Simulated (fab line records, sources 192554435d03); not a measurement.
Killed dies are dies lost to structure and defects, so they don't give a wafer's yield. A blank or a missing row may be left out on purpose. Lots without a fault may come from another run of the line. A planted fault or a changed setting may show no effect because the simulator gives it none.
Which tool did it? | flow n5_finfet | 18 lots, 54 wafers sampled, at 6 steps of a route of 1938

WHAT THE GAUGES READ, wafer by wafer
The record holds no reading of a measuring or inspecting step that can be judged against a usual standard deviation.

WHICH TOOL RAN EACH LOT (tool, then ch and the chambers of the sampled wafers, then the start)
lot  | N5_BEOL_M5_DESCUM_33               | N5_BEOL_M5_ETCH_75                 | N5_BEOL_M5_ETCH_67                 | N5_BEOL_M5_STRIP_36                | N5_BEOL_M5_ALD_86                   | N5_BEOL_M5_ANNEAL_49
L074 | rie_diel-04 ch 2,3, day 7 23:13    | rie_diel-04 ch 2,3, day 7 23:15    | rie_diel-04 ch 2,3, day 7 23:16    | rie_diel-04 ch 2,3, day 7 23:26    | ald_metal-02 ch 0,2, day 8 00:26    | pvd_sputter-03, day 8 01:04
L076 | rie_diel-03 ch 0,1,2, day 8 22:43  | rie_diel-03 ch 0,1,2, day 8 22:46  | rie_diel-03 ch 0,1,2, day 8 22:46  | rie_diel-03 ch 0,1,2, day 8 22:57  | ald_metal-02 ch 1,3, day 8 23:46    | pvd_sputter-01, day 9 00:43
L075 | rie_diel-03 ch 1,2,3, day 8 23:11  | rie_diel-03 ch 1,2,3, day 8 23:13  | rie_diel-03 ch 1,2,3, day 8 23:14  | rie_diel-03 ch 1,2,3, day 8 23:24  | ald_metal-04 ch 1,2,3, day 9 00:17  | pvd_sputter-02, day 9 02:41
L078 | rie_diel-03 ch 1,2,3, day 9 10:15  | rie_diel-03 ch 1,2,3, day 9 10:17  | rie_diel-03 ch 1,2,3, day 9 10:18  | rie_diel-03 ch 1,2,3, day 9 10:28  | ald_metal-01 ch 1,2, day 9 13:23    | pvd_sputter-01, day 9 13:58
L079 | rie_diel-03 ch 0,3, day 10 10:39   | rie_diel-03 ch 0,3, day 10 10:41   | rie_diel-03 ch 0,3, day 10 10:42   | rie_diel-03 ch 0,3, day 10 10:53   | ald_metal-02 ch 0,1,2, day 10 13:24 | pvd_sputter-03, day 10 14:04
L080 | rie_diel-04 ch 0,1, day 10 10:41   | rie_diel-04 ch 0,1, day 10 10:43   | rie_diel-04 ch 0,1, day 10 10:44   | rie_diel-04 ch 0,1, day 10 10:55   | ald_metal-01 ch 0,2, day 10 13:26   | pvd_sputter-02, day 10 14:07
L082 | rie_diel-05 ch 0,1,2, day 10 13:14 | rie_diel-05 ch 0,1,2, day 10 13:16 | rie_diel-05 ch 0,1,2, day 10 13:17 | rie_diel-05 ch 0,1,2, day 10 13:28 | ald_metal-01 ch 0,2, day 10 16:46   | pvd_sputter-01, day 10 17:19
L083 | rie_diel-04 ch 1,2,3, day 10 22:08 | rie_diel-04 ch 1,2,3, day 10 22:10 | rie_diel-04 ch 1,2,3, day 10 22:11 | rie_diel-04 ch 1,2,3, day 10 22:22 | ald_metal-02 ch 0,1,3, day 10 23:47 | pvd_sputter-02, day 11 00:24
L084 | rie_diel-05 ch 0,1,2, day 11 17:42 | rie_diel-05 ch 0,1,2, day 11 17:44 | rie_diel-05 ch 0,1,2, day 11 17:45 | rie_diel-05 ch 0,1,2, day 11 17:56 | ald_metal-01 ch 2,3, day 11 18:58   | pvd_sputter-03, day 11 19:43
L085 | rie_diel-03 ch 0,1,2, day 11 17:43 | rie_diel-03 ch 0,1,2, day 11 17:45 | rie_diel-03 ch 0,1,2, day 11 17:46 | rie_diel-03 ch 0,1,2, day 11 17:56 | ald_metal-02 ch 1,2, day 11 19:06   | pvd_sputter-02, day 11 19:59
L087 | rie_diel-05 ch 0,2,3, day 11 23:17 | rie_diel-05 ch 0,2,3, day 11 23:19 | rie_diel-05 ch 0,2,3, day 11 23:20 | rie_diel-05 ch 0,2,3, day 11 23:31 | ald_metal-04 ch 0,1,3, day 12 00:22 | pvd_sputter-01, day 12 01:10
L088 | rie_diel-04 ch 0,1,3, day 11 23:20 | rie_diel-04 ch 0,1,3, day 11 23:22 | rie_diel-04 ch 0,1,3, day 11 23:23 | rie_diel-04 ch 0,1,3, day 11 23:34 | ald_metal-01 ch 0,2,3, day 12 00:50 | pvd_sputter-03, day 12 01:40
L089 | rie_diel-04 ch 1,2,3, day 12 05:10 | rie_diel-04 ch 1,2,3, day 12 05:12 | rie_diel-04 ch 1,2,3, day 12 05:13 | rie_diel-04 ch 1,2,3, day 12 05:23 | ald_metal-04 ch 0,1, day 12 06:16   | pvd_sputter-03, day 12 06:58
L086 | rie_diel-05 ch 1,2, day 12 05:13   | rie_diel-05 ch 1,2, day 12 05:14   | rie_diel-05 ch 1,2, day 12 05:16   | rie_diel-05 ch 1,2, day 12 05:26   | ald_metal-01 ch 0,1,2, day 12 06:23 | pvd_sputter-02, day 12 06:59
L091 | rie_diel-03 ch 0,3, day 12 22:16   | rie_diel-03 ch 0,3, day 12 22:17   | rie_diel-03 ch 0,3, day 12 22:19   | rie_diel-03 ch 0,3, day 12 22:29   | ald_metal-04 ch 0,1,2, day 12 23:46 | pvd_sputter-02, day 13 00:33
L093 | rie_diel-04 ch 1,2,3, day 13 14:04 | rie_diel-04 ch 1,2,3, day 13 14:05 | rie_diel-04 ch 1,2,3, day 13 14:07 | rie_diel-04 ch 1,2,3, day 13 14:17 | ald_metal-04 ch 1,2,3, day 13 15:30 | pvd_sputter-01, day 13 16:11
L095 | rie_diel-03 ch 0,1,2, day 14 11:40 | rie_diel-03 ch 0,1,2, day 14 11:42 | rie_diel-03 ch 0,1,2, day 14 11:43 | rie_diel-03 ch 0,1,2, day 14 11:54 | ald_metal-01 ch 2,3, day 14 12:47   | pvd_sputter-01, day 14 13:31
L094 | rie_diel-03 ch 1,2, day 14 15:04   | rie_diel-03 ch 1,2, day 14 15:06   | rie_diel-03 ch 1,2, day 14 15:07   | rie_diel-03 ch 1,2, day 14 15:17   | ald_metal-01 ch 1,3, day 14 16:34   | pvd_sputter-03, day 14 17:31
- N5_BEOL_M5_DESCUM_33: chemistry O2, time 7 s.
- N5_BEOL_M5_ETCH_75: etches underlayer in N2/H2, target depth 6.5 nm, time 5.2 s.
- N5_BEOL_M5_ETCH_67: etches SiARC in CF4, target depth 15.6 nm, time 26 s.
- N5_BEOL_M5_STRIP_36: strips in N2/H2.
- N5_BEOL_M5_ALD_86: deposits TaN, pulse time 2 s, purge time 3 s, co reactant purge time 2 s.
- N5_BEOL_M5_ANNEAL_49: time 1800 s.

WHAT THE TOOLS THEMSELVES READ (means of the sampled wafers that have a number; where no wafer has one, the mark that the record gives instead)
N5_BEOL_M5_DESCUM_33. Usual: chamber_pressure_mTorr 20.000 mTorr, standard deviation 0.018; drypump_motor_current_A 5.6 A, standard deviation 0.54; o2_flow_sccm 225.0 sccm, standard deviation 0.68; oes_product_au 0.78 a.u., standard deviation 0.086; rf_vpp_V 243.2 V, standard deviation 1.6; showerhead_plenum_p_Torr 2.10 Torr, standard deviation 0.075; temp_c 40.00 C, standard deviation 0.1; throttle_valve_pct 20.55 %, standard deviation 0.2.
lot  | tool        | chamber_pressure_mTorr (mTorr) | drypump_motor_current_A (A) | o2_flow_sccm (sccm) | oes_product_au (a.u.) | rf_vpp_V (V) | showerhead_plenum_p_Torr (Torr) | temp_c (C) | throttle_valve_pct (%) | flag
L074 | rie_diel-04 | 19.996                         | 5.0                         | 224.8               | 0.74                  | 242.8        | 2.10                            | 39.98      | 20.46                  |
L076 | rie_diel-03 | 19.987                         | 5.7                         | 226.0               | 0.72                  | 243.0        | 2.09                            | 39.95      | 20.68                  |
L075 | rie_diel-03 | 20.021                         | 6.2                         | 225.1               | 0.79                  | 243.5        | 2.11                            | 40.00      | 20.63                  |
L078 | rie_diel-03 | 19.987                         | 6.1                         | 224.8               | 0.79                  | 243.5        | 2.10                            | 40.05      | 20.63                  |
L079 | rie_diel-03 | 19.991                         | 5.4                         | 225.2               | 0.81                  | 241.7        | 2.03                            | 39.98      | 20.74                  |
L080 | rie_diel-04 | 20.014                         | 5.2                         | 225.1               | 0.73                  | 243.6        | 2.11                            | 40.01      | 20.39                  |
L082 | rie_diel-05 | 19.983                         | 5.5                         | 225.0               | 0.86                  | 245.2        | 2.23                            | 39.93      | 20.56                  |
L083 | rie_diel-04 | 19.977                         | 4.9                         | 225.1               | 0.73                  | 244.4        | 2.09                            | 39.97      | 20.55                  |
L084 | rie_diel-05 | 20.026                         | 5.5                         | 224.5               | 0.85                  | 244.9        | 2.22                            | 40.13      | 20.57                  |
L085 | rie_diel-03 | 19.992                         | 5.7                         | 225.5               | 0.80                  | 243.4        | 2.08                            | 39.98      | 20.52                  |
L087 | rie_diel-05 | 19.998                         | 5.6                         | 225.3               | 0.85                  | 244.1        | 2.17                            | 40.00      | 20.44                  |
L088 | rie_diel-04 | 20.019                         | 5.0                         | 225.0               | 0.73                  | 244.4        | 2.12                            | 40.04      | 20.49                  |
L089 | rie_diel-04 | 19.996                         | 5.0                         | 225.0               | 0.72                  | 242.8        | 2.09                            | 39.99      | 20.57                  |
L086 | rie_diel-05 | 19.994                         | 5.4                         | 224.7               | 0.84                  | 245.1        | 2.22                            | 40.01      | 20.62                  |
L091 | rie_diel-03 | 19.988                         | 5.4                         | 225.3               | 0.79                  | 241.5        | 2.02                            | 40.03      | 20.77                  |
L093 | rie_diel-04 | 20.007                         | 5.0                         | 224.3               | 0.71                  | 243.0        | 2.09                            | 39.93      | 20.57                  |
L095 | rie_diel-03 | 20.013                         | 5.7                         | 224.6               | 0.78                  | 243.3        | 2.07                            | 39.99      | 20.55                  |
L094 | rie_diel-03 | 20.000                         | 6.1                         | 224.5               | 0.76                  | 243.3        | 2.10                            | 39.91      | 20.53                  |

N5_BEOL_M5_ETCH_75. Usual: chamber_pressure_mTorr 30.00 mTorr, standard deviation 0.041; drypump_motor_current_A 5.6 A, standard deviation 0.54; etch_rf_on_time_s 5.21 s, standard deviation 0.1; oes_product_au 0.67 a.u., standard deviation 0.073; rf_vpp_V 524.2 V, standard deviation 2.9; showerhead_plenum_p_Torr 2.55 Torr, standard deviation 0.094; throttle_valve_pct 17.90 %, standard deviation 0.23.
lot  | tool        | chamber_pressure_mTorr (mTorr) | drypump_motor_current_A (A) | etch_rf_on_time_s (s) | oes_product_au (a.u.) | rf_vpp_V (V) | showerhead_plenum_p_Torr (Torr) | throttle_valve_pct (%) | flag
L074 | rie_diel-04 | 30.02                          | 5.0                         | 5.31                  | 0.62                  | 525.0        | 2.56                            | 17.90                  |
L076 | rie_diel-03 | 29.98                          | 5.7                         | 5.20                  | 0.61                  | 525.3        | 2.52                            | 18.04                  |
L075 | rie_diel-03 | 29.96                          | 6.2                         | 5.21                  | 0.67                  | 524.0        | 2.54                            | 17.93                  |
L078 | rie_diel-03 | 30.00                          | 6.2                         | 5.19                  | 0.67                  | 523.8        | 2.54                            | 17.93                  |
L079 | rie_diel-03 | 29.99                          | 5.4                         | 5.21                  | 0.69                  | 521.7        | 2.45                            | 18.05                  |
L080 | rie_diel-04 | 30.01                          | 5.2                         | 5.30                  | 0.62                  | 524.3        | 2.58                            | 17.86                  |
L082 | rie_diel-05 | 30.02                          | 5.5                         | 5.13                  | 0.73                  | 529.0        | 2.69                            | 17.84                  |
L083 | rie_diel-04 | 29.98                          | 5.0                         | 5.24                  | 0.62                  | 524.0        | 2.55                            | 18.03                  |
L084 | rie_diel-05 | 30.02                          | 5.5                         | 5.11                  | 0.72                  | 527.5        | 2.68                            | 17.84                  |
L085 | rie_diel-03 | 30.00                          | 5.7                         | 5.16                  | 0.67                  | 522.7        | 2.52                            | 17.92                  |
L087 | rie_diel-05 | 29.99                          | 5.6                         | 5.21                  | 0.72                  | 524.7        | 2.61                            | 17.71                  |
L088 | rie_diel-04 | 29.98                          | 5.0                         | 5.26                  | 0.62                  | 525.5        | 2.60                            | 18.01                  |
L089 | rie_diel-04 | 30.03                          | 5.0                         | 5.24                  | 0.61                  | 524.1        | 2.55                            | 18.05                  |
L086 | rie_diel-05 | 30.01                          | 5.4                         | 5.07                  | 0.72                  | 527.7        | 2.68                            | 17.91                  |
L091 | rie_diel-03 | 30.03                          | 5.4                         | 5.21                  | 0.67                  | 519.9        | 2.44                            | 18.09                  |
L093 | rie_diel-04 | 30.04                          | 5.0                         | 5.24                  | 0.61                  | 523.8        | 2.55                            | 18.06                  |
L095 | rie_diel-03 | 30.00                          | 5.7                         | 5.16                  | 0.66                  | 523.8        | 2.51                            | 17.93                  |
L094 | rie_diel-03 | 30.02                          | 6.1                         | 5.24                  | 0.64                  | 524.2        | 2.54                            | 17.91                  |

N5_BEOL_M5_ETCH_67. Usual: cf4_flow_sccm 100.0 sccm, standard deviation 0.32; chamber_pressure_mTorr 40.00 mTorr, standard deviation 0.036; drypump_motor_current_A 5.6 A, standard deviation 0.53; etch_rf_on_time_s 26.0 s, standard deviation 0.51; oes_product_au 0.67 a.u., standard deviation 0.072; rf_vpp_V 184.2 V, standard deviation 1.1; showerhead_plenum_p_Torr 2.15 Torr, standard deviation 0.076; throttle_valve_pct 15.72 %, standard deviation 0.21.
lot  | tool        | cf4_flow_sccm (sccm) | chamber_pressure_mTorr (mTorr) | drypump_motor_current_A (A) | etch_rf_on_time_s (s) | oes_product_au (a.u.) | rf_vpp_V (V) | showerhead_plenum_p_Torr (Torr) | throttle_valve_pct (%) | flag
L074 | rie_diel-04 | 100.4                | 39.98                          | 5.0                         | 26.4                  | 0.63                  | 183.2        | 2.16                            | 15.72                  |
L076 | rie_diel-03 | 99.9                 | 39.98                          | 5.7                         | 26.1                  | 0.62                  | 183.6        | 2.13                            | 15.84                  |
L075 | rie_diel-03 | 99.9                 | 40.00                          | 6.1                         | 26.0                  | 0.68                  | 184.6        | 2.15                            | 15.79                  |
L078 | rie_diel-03 | 100.0                | 40.04                          | 6.1                         | 26.0                  | 0.67                  | 184.7        | 2.15                            | 15.78                  |
L079 | rie_diel-03 | 100.0                | 39.99                          | 5.4                         | 25.9                  | 0.69                  | 183.9        | 2.06                            | 15.83                  |
L080 | rie_diel-04 | 99.9                 | 40.03                          | 5.2                         | 26.4                  | 0.62                  | 185.0        | 2.17                            | 15.64                  |
L082 | rie_diel-05 | 99.7                 | 40.01                          | 5.5                         | 25.4                  | 0.73                  | 183.8        | 2.27                            | 15.67                  |
L083 | rie_diel-04 | 100.0                | 40.01                          | 5.0                         | 25.8                  | 0.62                  | 184.3        | 2.16                            | 15.85                  |
L084 | rie_diel-05 | 100.0                | 39.99                          | 5.5                         | 25.6                  | 0.72                  | 186.1        | 2.26                            | 15.69                  |
L085 | rie_diel-03 | 99.8                 | 39.96                          | 5.7                         | 25.7                  | 0.68                  | 184.3        | 2.12                            | 15.69                  |
L087 | rie_diel-05 | 100.1                | 39.99                          | 5.6                         | 25.9                  | 0.73                  | 185.3        | 2.20                            | 15.54                  |
L088 | rie_diel-04 | 99.8                 | 40.01                          | 5.0                         | 26.6                  | 0.62                  | 184.7        | 2.18                            | 15.75                  |
L089 | rie_diel-04 | 100.0                | 40.00                          | 5.0                         | 26.5                  | 0.61                  | 185.1        | 2.15                            | 15.86                  |
L086 | rie_diel-05 | 99.6                 | 40.00                          | 5.4                         | 25.4                  | 0.72                  | 185.0        | 2.27                            | 15.79                  |
L091 | rie_diel-03 | 100.0                | 40.01                          | 5.4                         | 26.4                  | 0.67                  | 183.1        | 2.06                            | 15.86                  |
L093 | rie_diel-04 | 100.1                | 40.00                          | 5.0                         | 26.7                  | 0.60                  | 184.0        | 2.15                            | 15.89                  |
L095 | rie_diel-03 | 100.0                | 40.04                          | 5.7                         | 25.9                  | 0.66                  | 184.2        | 2.12                            | 15.74                  |
L094 | rie_diel-03 | 99.8                 | 39.94                          | 6.1                         | 25.9                  | 0.65                  | 183.8        | 2.15                            | 15.74                  |

N5_BEOL_M5_STRIP_36. Usual: chamber_pressure_mTorr 20.000 mTorr, standard deviation 0.028; drypump_motor_current_A 5.6 A, standard deviation 0.53; oes_product_au 0.78 a.u., standard deviation 0.085; rf_vpp_V 59.0 V, standard deviation 1.6; showerhead_plenum_p_Torr 2.54 Torr, standard deviation 0.094; temp_c 40.01 C, standard deviation 0.1; throttle_valve_pct 23.65 %, standard deviation 0.27.
lot  | tool        | chamber_pressure_mTorr (mTorr) | drypump_motor_current_A (A) | oes_product_au (a.u.) | rf_vpp_V (V) | showerhead_plenum_p_Torr (Torr) | temp_c (C) | throttle_valve_pct (%) | flag
L074 | rie_diel-04 | 20.007                         | 5.0                         | 0.74                  | 58.3         | 2.55                            | 40.04      | 23.66                  |
L076 | rie_diel-03 | 19.998                         | 5.7                         | 0.72                  | 58.3         | 2.52                            | 40.05      | 23.79                  |
L075 | rie_diel-03 | 20.009                         | 6.2                         | 0.79                  | 58.4         | 2.54                            | 40.09      | 23.68                  |
L078 | rie_diel-03 | 19.989                         | 6.2                         | 0.78                  | 59.8         | 2.54                            | 39.99      | 23.70                  |
L079 | rie_diel-03 | 20.010                         | 5.4                         | 0.82                  | 59.3         | 2.44                            | 40.11      | 23.81                  |
L080 | rie_diel-04 | 19.970                         | 5.2                         | 0.73                  | 59.8         | 2.57                            | 40.04      | 23.66                  |
L082 | rie_diel-05 | 20.010                         | 5.5                         | 0.85                  | 57.5         | 2.68                            | 39.92      | 23.57                  |
L083 | rie_diel-04 | 19.980                         | 5.0                         | 0.73                  | 59.6         | 2.55                            | 40.00      | 23.80                  |
L084 | rie_diel-05 | 19.988                         | 5.5                         | 0.84                  | 60.2         | 2.68                            | 40.02      | 23.59                  |
L085 | rie_diel-03 | 19.982                         | 5.7                         | 0.80                  | 58.9         | 2.51                            | 39.95      | 23.62                  |
L087 | rie_diel-05 | 20.004                         | 5.7                         | 0.85                  | 57.9         | 2.60                            | 40.05      | 23.49                  |
L088 | rie_diel-04 | 20.034                         | 5.1                         | 0.72                  | 60.3         | 2.60                            | 40.11      | 23.82                  |
L089 | rie_diel-04 | 19.995                         | 5.0                         | 0.72                  | 59.9         | 2.55                            | 40.02      | 23.82                  |
L086 | rie_diel-05 | 20.036                         | 5.4                         | 0.85                  | 58.0         | 2.67                            | 39.94      | 23.65                  |
L091 | rie_diel-03 | 19.986                         | 5.4                         | 0.79                  | 59.0         | 2.43                            | 40.13      | 23.83                  |
L093 | rie_diel-04 | 19.994                         | 5.0                         | 0.72                  | 60.3         | 2.54                            | 40.00      | 23.83                  |
L095 | rie_diel-03 | 20.008                         | 5.7                         | 0.78                  | 57.6         | 2.51                            | 40.08      | 23.63                  |
L094 | rie_diel-03 | 20.006                         | 6.1                         | 0.76                  | 58.2         | 2.53                            | 40.02      | 23.61                  |

N5_BEOL_M5_ALD_86. Usual: heater_power_w 416 W, standard deviation 49; precursor_vessel_carrier_sccm 1000.1 sccm, standard deviation 3.
lot  | tool         | heater_power_w (W) | precursor_vessel_carrier_sccm (sccm) | flag
L074 | ald_metal-02 | 385                | 1000.5                               |
L076 | ald_metal-02 | 380                | 998.0                                |
L075 | ald_metal-04 | 463                | 996.3                                |
L078 | ald_metal-01 | 419                | 998.9                                |
L079 | ald_metal-02 | 386                | 996.7                                |
L080 | ald_metal-01 | 385                | 999.7                                |
L082 | ald_metal-01 | 418                | 999.6                                |
L083 | ald_metal-02 | 387                | 1002.5                               |
L084 | ald_metal-01 | 432                | 1000.7                               |
L085 | ald_metal-02 | 377                | 1002.8                               |
L087 | ald_metal-04 | 444                | 1000.3                               |
L088 | ald_metal-01 | 413                | 997.6                                |
L089 | ald_metal-04 | 456                | 1000.8                               |
L086 | ald_metal-01 | 387                | 1000.4                               |
L091 | ald_metal-04 | 477                | 1002.5                               |
L093 | ald_metal-04 | 458                | 997.5                                |
L095 | ald_metal-01 | 437                | 1000.4                               |
L094 | ald_metal-01 | 409                | 999.0                                |

N5_BEOL_M5_ANNEAL_49. Usual: heater_power_w 823 W, standard deviation 84; susceptor_temp_C_max 401.0, standard deviation 0.4.
lot  | tool           | heater_power_w (W) | susceptor_temp_C_max | flag
L074 | pvd_sputter-03 | 776                | 401.2                |
L076 | pvd_sputter-01 | 848                | 400.7                |
L075 | pvd_sputter-02 | 797                | 400.9                |
L078 | pvd_sputter-01 | 884                | 400.9                |
L079 | pvd_sputter-03 | 761                | 401.4                |
L080 | pvd_sputter-02 | 911                | 401.0                |
L082 | pvd_sputter-01 | 844                | 400.8                |
L083 | pvd_sputter-02 | 919                | 401.2                |
L084 | pvd_sputter-03 | 773                | 401.2                |
L085 | pvd_sputter-02 | 853                | 401.0                |
L087 | pvd_sputter-01 | 893                | 401.0                |
L088 | pvd_sputter-03 | 775                | 401.0                |
L089 | pvd_sputter-03 | 772                | 400.9                |
L086 | pvd_sputter-02 | 894                | 401.0                |
L091 | pvd_sputter-02 | 837                | 401.1                |
L093 | pvd_sputter-01 | 893                | 401.4                |
L095 | pvd_sputter-01 | 935                | 401.0                |
L094 | pvd_sputter-03 | 734                | 400.9                |

THE ANSWER, worked out from the rows above alone
Rule: a lot is off if the mean of its wafers that have a number lies more than 3 standard deviations from the usual mean. A lot without any number at a reading at which 4 lots or more have one is off too. The other lots that the step has rows for count as sound. The gauges are gone through in route order, then the tools' own readings, and for those a lot's mean is taken as printed above. The first step at which some lot is off is used, and at that step the reading that is off furthest; a lot without a number counts as furthest.
No lot is off at any reading shown: from this, nothing can be told.

WHAT THE SIMULATOR HAD PUT IN
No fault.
